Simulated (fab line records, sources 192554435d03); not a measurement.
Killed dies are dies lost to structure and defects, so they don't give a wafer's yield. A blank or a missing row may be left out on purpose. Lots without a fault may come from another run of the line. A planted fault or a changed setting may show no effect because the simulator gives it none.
One fault seen from 2 desks | flow n5_finfet | each desk has only its own numbers; what lay behind them comes last

THE DEFECT DESK
What the inspections along the route counted, lot by lot: means of the sampled wafers that have a number. A lot is out of limits, marked OUT, if its mean lies more than 4 standard deviations from the usual mean; the brackets give that distance.
Columns: A = raw_defect_count at N5_PMOS_HMC_CHANNEL_EPI_INSPECT_30, usual 20; B = raw_defect_count at N5_FIN_SAQP_INSPECT_18, usual 427; C = raw_defect_count at N5_FIN_SAQP_INSPECT_40, usual 232; D = raw_defect_count at N5_FIN_CUT_INSPECT_10, usual 42; E = raw_defect_count at N5_FIN_CUT_INSPECT_17, usual 233
lot  | first seen here | A             | B              | C              | D             | E
L103 | day 2 20:26     | 21            | 391            | 301            | 53            | 299
L112 | day 5 02:26     | 174 (+20) OUT | 871 (+4.0) OUT | 502 (+4.0) OUT | 221 (+15) OUT | 470
L116 | day 6 01:58     | 18            | 478            | 200            | 39            | 221
This desk's finding: out of limits on L112; first on L112, day 5 02:26 (raw_defect_count at N5_PMOS_HMC_CHANNEL_EPI_INSPECT_30). In limits: L103, L116.

THE METROLOGY DESK
What the gauges read, lot by lot, whatever tool the lot ran on: means of the sampled wafers that have a number. A lot is out of limits, marked OUT, if its mean lies more than 4 standard deviations from the usual mean; the brackets give that distance. Of its 10 readings 7 are shown: those that lie furthest out on some lot.
Columns: A = DIBL_N at N5_BEOL_M4_RC_MEAS_101, usual 36.4 mV/V; B = IOFF_N at N5_BEOL_M4_RC_MEAS_101, usual 0.164 nA/um; C = IOFF_P at N5_BEOL_M4_RC_MEAS_101, usual 0.214 nA/um; D = ION_N at N5_BEOL_M4_RC_MEAS_101, usual 675 uA/um; E = SS_N at N5_BEOL_M4_RC_MEAS_101, usual 71.5 mV/dec; F = SS_P at N5_BEOL_M4_RC_MEAS_101, usual 73.3 mV/dec; G = VT_N at N5_BEOL_M4_RC_MEAS_101, usual 249.2 mV
lot  | first seen here | A    | B     | C     | D   | E    | F    | G
L103 | day 8 21:38     | 36.0 | 0.171 | 0.223 | 677 | 71.7 | 73.7 | 248.3
L112 | day 11 04:15    | 33.4 | 0.128 | 0.185 | 668 | 71.2 | 72.9 | 252.1
L116 | day 12 08:06    | 37.2 | 0.206 | 0.229 | 690 | 72.0 | 73.9 | 244.9
This desk's finding: nothing out of limits on any of the 3 lots.

PUT TOGETHER
The defect desk could have raised an alarm at day 5 02:26, on L112.
The metrology desk saw nothing out of limits.
The metrology desk has L112 on record, within its limits.
Of the lots named, all ran N5_PMOS_HMC_CHANNEL_EPI_PRECLEAN_40 on wet_bench-01.

WHAT THE SIMULATOR HAD PUT IN
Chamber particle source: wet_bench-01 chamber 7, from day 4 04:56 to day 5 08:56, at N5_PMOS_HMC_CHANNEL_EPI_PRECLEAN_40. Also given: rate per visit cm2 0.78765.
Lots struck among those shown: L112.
Hours from the fault's start to each desk's first reading out of limits: the defect desk, 22.
